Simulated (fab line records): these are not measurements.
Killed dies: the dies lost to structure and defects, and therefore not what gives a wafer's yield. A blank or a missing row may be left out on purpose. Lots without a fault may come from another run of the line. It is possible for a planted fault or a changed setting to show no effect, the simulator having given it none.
Problem report, 8D (eight disciplines) form, completed by code -- flow n5Finfet -- the parts of the form that need people (team, actions taken, sign-off) are left out

## 1. THE PROBLEM
runLengthS at N5_FIN_SAQP_PECVD_47 reads a mean of 64.9 s on 3 wafers of 2 lots; wafers without a fault read 72.7 s with a standard deviation of 0.39. Measured from the usual mean, that is -20 standard deviations.
The step: deposits a-Si from SiH4/He, target thk 45 nm, time 36.3 s.
Seen first at day 3 14:46 on pecvd-03, wafer L424.2. Wafers with a number at this step in the record: 33, from 12 lots. Rule for "out", or "out of limits": more than 4 standard deviations from the usual mean. The rest of the wafers with a number are treated as sound.

## 2. WHAT IT IS, WHAT IT ISN'T
question,is,is not
which readings at this step,runLengthS,"heaterPowerOuterW, heaterPowerW, showerheadPlenumPTorr, showerheadVppV, throttleValvePct"
which lots,"L424, L425","L417, L418, L420, L432, L434, L435, L437, L438, L439, L440"
which wafers of those lots,"L424.2, L424.5, L425.5","L424.3, L425.3"
read on which tools,pecvd-03,"pecvd-01, pecvd-02"
when,from day 3 14:46,"up to then (9 sound wafers); but 21 sound wafers of L425, L432, L434, L435, L437, L438, L439, L440 came after"

## 3. SUSPECTS, AND WHAT RULES EACH OUT
Counting: a tool at a process step up to the reading stays a suspect if it ran every lot that is out. Sound lots after the first of them don't rule it out here, since some wafers of a struck lot are sound.
- pecvd-03 at N5_FIN_SAQP_PECVD_47 (deposits a-Si from SiH4/He, target thk 45 nm, time 36.3 s): kept. Every lot that is out went through it, the first being L424 (day 3 14:46); the last sound lot it ran before that was L420 (day 2 17:19). Its own readings are out on those wafers: runLengthS.
Left after counting: pecvd-03 at N5_FIN_SAQP_PECVD_47.

## 4. THE CAUSE (what the simulator had put in)
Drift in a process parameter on pecvd-03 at N5_FIN_SAQP_PECVD_47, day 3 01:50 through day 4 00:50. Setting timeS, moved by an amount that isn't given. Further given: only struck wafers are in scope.
Only this tool survived the counting.

## 5. THE EFFECT CHAIN, in route order
Rows list readings where the struck wafers' mean (over those with a number) sits beyond 3 standard deviations from the usual. Scope: only readings with a usual standard deviation given in the record; hours: median across lots of the time from each lot's start at the first step in this table that gives one to its start at this step; sigmas: change in usual standard deviations.
hours,step,reading,usual,on struck wafers,change,sigmas
0,N5_FIN_SAQP_PECVD_47,runLengthS,72.7 s,64.9,-7.8,-20
3,N5_FIN_SAQP_MANDREL_ETCH_58,oesProductAu,0.697 a.u.,0.624,-0.073,-5.6
It contains these process steps:
- N5_FIN_SAQP_PECVD_47: deposits a-Si from SiH4/He, target thk 45 nm, time 36.3 s.
- N5_FIN_SAQP_MANDREL_ETCH_58: etches a-Si in HBr/Cl2, stops on SiNx, target depth 45 nm, bt time 10 s, time 27 s.
Readings that are blank on the struck wafers while sound wafers have them: rfFwdPowerW at N5_FIN_SAQP_PECVD_47.
Later measuring or inspecting steps at which every struck wafer that the step has a row for has a number for every such reading, and none has moved that far: N5_FIN_SAQP_CD_MEAS_16.

## 6. HOW IT WOULD HAVE BEEN CAUGHT EARLIER
In this record no reading fell out of limits until day 3 14:46, 13 hours after the fault had begun at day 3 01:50.
